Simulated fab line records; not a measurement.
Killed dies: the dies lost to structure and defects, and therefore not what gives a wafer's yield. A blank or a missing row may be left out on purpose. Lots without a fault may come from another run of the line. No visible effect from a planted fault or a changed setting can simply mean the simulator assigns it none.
Matching of chambers | flow n5_finfet | rie_diel-02 running N5_MIM_BOT_ETCH_ETCH_04: 4 sister chambers
The step etches SiNx in CF4/O2, target depth 26 nm, time 13 s. 14 wafers are shown with their chamber, then 7 later ones without.

WAFERS PAIRED WITH THEIR CHAMBERS
wafer  | chamber | drypump_motor_current_A (A) | oes_ar_750_au (a.u.) | oes_product_au (a.u.)
L746.1 | 3       | 6.8                         | 0.87                 | 0.88
L746.5 | 3       | 6.8                         | 0.88                 | 0.87
L746.6 | 0       | 5.8                         | 0.68                 | 0.68
L747.1 | 3       | 6.8                         | 0.87                 | 0.88
L747.3 | 2       | 5.8                         | 0.91                 | 0.91
L747.5 | 2       | 5.8                         | 0.90                 | 0.91
L749.2 | 3       | 6.8                         | 0.87                 | 0.87
L749.3 | 2       | 5.9                         | 0.91                 | 0.91
L749.4 | 0       | 5.8                         | 0.68                 | 0.68
L751.3 | 1       | 6.3                         | 0.80                 | 0.77
L751.4 | 0       | 5.8                         | 0.68                 | 0.67
L751.6 | 0       | 5.8                         | 0.67                 | 0.67
L752.1 | 0       | 5.8                         | 0.67                 | 0.66
L752.3 | 1       | 6.3                         | 0.80                 | 0.76

SIGNATURES, as means of the wafers listed above
reading                 | chamber 0 | chamber 1 | chamber 2 | chamber 3 | scatter within a chamber
drypump_motor_current_A | 5.800     | 6.300     | 5.833     | 6.800     | 0.0258
oes_ar_750_au           | 0.6760    | 0.8000    | 0.9067    | 0.8725    | 0.00512
oes_product_au          | 0.6720    | 0.7650    | 0.9100    | 0.8750    | 0.00656
Rule: a wafer's distance from a chamber is the root of the sum, over the readings, of the square of ((its reading less the chamber's mean) divided by the reading's scatter). The wafer belongs to the nearest chamber; if the next one is less than 2 further off, it can't be placed. How the scatter is found: for the shown wafers, subtract from each reading the mean of its chamber, square and add these, divide the total by (wafers less chambers), then take the root.

WAFERS WHOSE CHAMBER IS MISSING
wafer  | drypump_motor_current_A (A) | oes_ar_750_au (a.u.) | oes_product_au (a.u.)
L752.5 | 6.3                         | 0.80                 | 0.76
L756.1 | 5.8                         | 0.88                 | 0.88
L756.4 | 6.3                         | 0.79                 | 0.76
L756.6 | 6.3                         | 0.79                 | 0.75
L761.2 | 5.8                         | 0.95                 | 0.97
L761.3 | 6.3                         | 0.78                 | 0.75
L761.6 | 5.8                         | 0.95                 | 0.97

WHICH CHAMBER EACH WENT THROUGH
wafer  | from the rows above | in truth
L752.5 | 1                   | 1
L756.1 | 2                   | 2
L756.4 | 1                   | 1
L756.6 | 1                   | 1
L761.2 | 2                   | 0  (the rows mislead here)
L761.3 | 1                   | 1
L761.6 | 2                   | 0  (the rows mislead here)
Correctly placed: 5 of 7. Not placeable from these rows: 0. 2 placed wrongly.
